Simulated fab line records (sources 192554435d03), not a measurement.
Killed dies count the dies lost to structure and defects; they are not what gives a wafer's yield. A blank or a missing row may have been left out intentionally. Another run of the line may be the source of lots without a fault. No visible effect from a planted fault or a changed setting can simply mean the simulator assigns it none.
Chamber matching | flow n5_finfet | rie_si-02 running N5_DUMMY_GATE_TRIM_49: 4 sister chambers
The step chemistry O2, time 29 s, target cd 14 nm. 4 wafers are shown with their chamber, then 12 later ones without.

== WAFERS PAIRED WITH THEIR CHAMBERS ==
wafer  | chamber | throttle_valve_pct (%)
L084.2 | 3       | 8.00
L084.6 | 0       | 8.42
L086.3 | 1       | 7.99
L086.6 | 2       | 8.21

== WAFERS WHOSE CHAMBER IS MISSING ==
wafer  | throttle_valve_pct (%)
L090.1 | 8.01
L090.4 | 8.17
L090.5 | 7.97
L092.3 | 8.40
L092.4 | 7.98
L092.6 | 8.03
L093.1 | 8.22
L093.2 | 8.39
L093.4 | 8.02
L095.2 | 7.97
L095.3 | 8.00
L095.4 | 8.39

== WHICH CHAMBER EACH ONE RAN IN ==
wafer  | from the rows above     | in truth
L090.1 | can't be placed: 3 or 1 | 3
L090.4 | 2                       | 2
L090.5 | can't be placed: 1 or 3 | 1
L092.3 | 0                       | 0
L092.4 | can't be placed: 1 or 3 | 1
L092.6 | can't be placed: 3 or 1 | 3
L093.1 | 2                       | 2
L093.2 | 0                       | 0
L093.4 | can't be placed: 3 or 1 | 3
L095.2 | can't be placed: 1 or 3 | 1
L095.3 | can't be placed: 3 or 1 | 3
L095.4 | 0                       | 0
Correctly placed: 5 of 12. Cannot be placed on the basis of these rows: 7; the candidates contain the true chamber in 7. Number placed wrongly: 0.
How it was worked out, from the rows above alone: a wafer's distance from a chamber is the root of the sum, over the readings, of the square of ((its reading less the chamber's mean) divided by the reading's scatter). The wafer belongs to the nearest chamber; if the next one is less than 2 further off, it can't be placed. For every chamber, the mean is computed from those of its wafers that are shown. The scatter (one wafer shown for each chamber): square how far every hidden wafer sits from the nearest shown wafer, average those squares and take the square root.
